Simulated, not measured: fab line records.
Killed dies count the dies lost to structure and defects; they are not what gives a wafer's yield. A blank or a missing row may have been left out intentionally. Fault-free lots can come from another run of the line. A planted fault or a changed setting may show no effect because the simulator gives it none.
Matching of chambers -- flow n5-finfet -- rie-diel-06 running N5_BEOL_M1_DESCUM_16: 4 sister chambers
The step chemistry O2, time 7 s. 4 wafers are shown with their chamber, then 8 later ones without.

WAFERS, EACH WITH ITS CHAMBER
wafer,chamber,oes-product-au (a.u.)
L087.1,1,0.89
L089.2,0,0.73
L089.5,3,0.69
L093.1,2,0.92

WAFERS WITH NO CHAMBER GIVEN
wafer,oes-product-au (a.u.)
L093.2,0.87
L093.5,0.69
L094.1,0.72
L094.5,0.73
L094.6,0.68
L096.1,0.91
L096.3,0.87
L096.4,0.73

CHAMBER TAKEN BY EACH
wafer,from the rows above,in truth
L093.2,1,1
L093.5,3,3
L094.1,can't be placed: 0 or 3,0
L094.5,0,0
L094.6,3,3
L096.1,can't be placed: 2 or 1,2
L096.3,1,1
L096.4,0,0
Placed correctly: 6 of 8. From these rows, 2 cannot be placed; in 2 the true chamber is one of the candidates. Wrongly placed: 0.
How it was worked out, from the rows above alone: a wafer's distance from a chamber is the root of the sum, over the readings, of the square of ((its reading less the chamber's mean) divided by the reading's scatter). If the next closest chamber is less than 2 further off than the closest, the wafer can't be placed; otherwise it belongs to the closest. The mean given for a chamber averages the wafers shown for that chamber. The scatter: root of mean squared gap, hidden wafer to nearest shown wafer, with one shown wafer a chamber.
